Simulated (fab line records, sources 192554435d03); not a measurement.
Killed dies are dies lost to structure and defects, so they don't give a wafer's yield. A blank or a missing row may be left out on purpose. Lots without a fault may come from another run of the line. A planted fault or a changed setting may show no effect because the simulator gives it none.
Chamber matching | flow n5_finfet | N5_BEOL_M3_ETCH_63 on rie_diel-05: 4 sister chambers
The step etches SiARC in CF4, target depth 15.6 nm, time 26 s. 20 wafers are shown with their chamber, then 10 later ones without.

WAFERS WITH THEIR CHAMBER
wafer  | chamber | showerhead_plenum_p_Torr (Torr) | throttle_valve_pct (%) | oes_product_au (a.u.)
L075.2 | 1       | 2.14                            | 15.72                  | 0.64
L075.5 | 0       | 2.28                            | 15.41                  | 0.86
L075.6 | 3       | 2.06                            | 16.14                  | 0.62
L076.2 | 0       | 2.28                            | 15.42                  | 0.85
L076.4 | 3       | 2.06                            | 16.12                  | 0.61
L076.6 | 1       | 2.14                            | 15.74                  | 0.63
L078.1 | 1       | 2.14                            | 15.75                  | 0.63
L078.2 | 0       | 2.28                            | 15.42                  | 0.84
L078.4 | 3       | 2.06                            | 16.14                  | 0.61
L083.3 | 2       | 2.12                            | 15.80                  | 0.58
L083.5 | 1       | 2.13                            | 15.75                  | 0.62
L083.6 | 0       | 2.28                            | 15.45                  | 0.82
L085.2 | 0       | 2.28                            | 15.44                  | 0.81
L085.4 | 3       | 2.06                            | 16.19                  | 0.60
L085.5 | 2       | 2.12                            | 15.80                  | 0.59
L086.1 | 2       | 2.12                            | 15.82                  | 0.58
L086.2 | 3       | 2.06                            | 16.18                  | 0.60
L086.4 | 0       | 2.28                            | 15.44                  | 0.81
L090.1 | 0       | 2.28                            | 15.44                  | 0.80
L090.2 | 2       | 2.12                            | 15.82                  | 0.59

SIGNATURES (means of the wafers above)
reading                  | chamber 0 | chamber 1 | chamber 2 | chamber 3 | scatter within a chamber
showerhead_plenum_p_Torr | 2.2800    | 2.1375    | 2.1200    | 2.0600    | 0.00217
throttle_valve_pct       | 15.4314   | 15.7400   | 15.8100   | 16.1540   | 0.019
oes_product_au           | 0.8271    | 0.6300    | 0.5850    | 0.6080    | 0.0153
Rule: a wafer's distance from a chamber is the root of the sum, over the readings, of the square of ((its reading less the chamber's mean) divided by the reading's scatter). The wafer belongs to the nearest chamber; if the next one is less than 2 further off, it can't be placed. The scatter: the root of (the sum of the squares of (reading less its chamber's mean) over the shown wafers, divided by (wafers less chambers)).

WAFERS WITHOUT THEIR CHAMBER
wafer  | showerhead_plenum_p_Torr (Torr) | throttle_valve_pct (%) | oes_product_au (a.u.)
L090.4 | 2.06                            | 16.18                  | 0.60
L092.1 | 2.12                            | 15.80                  | 0.61
L092.4 | 2.05                            | 16.20                  | 0.59
L092.5 | 2.27                            | 15.48                  | 0.79
L094.1 | 2.05                            | 16.22                  | 0.59
L094.2 | 2.27                            | 15.50                  | 0.80
L094.4 | 2.05                            | 16.22                  | 0.59
L096.1 | 2.27                            | 15.51                  | 0.79
L096.3 | 2.05                            | 16.21                  | 0.59
L096.5 | 2.05                            | 16.23                  | 0.59

WHICH CHAMBER EACH WENT THROUGH
wafer  | from the rows above | in truth
L090.4 | 3                   | 3
L092.1 | 2                   | 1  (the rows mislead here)
L092.4 | 3                   | 3
L092.5 | 0                   | 0
L094.1 | 3                   | 3
L094.2 | 0                   | 0
L094.4 | 3                   | 3
L096.1 | 0                   | 0
L096.3 | 3                   | 3
L096.5 | 3                   | 3
Placed correctly: 9 of 10. Can't be placed from these rows: 0. Placed wrongly: 1.
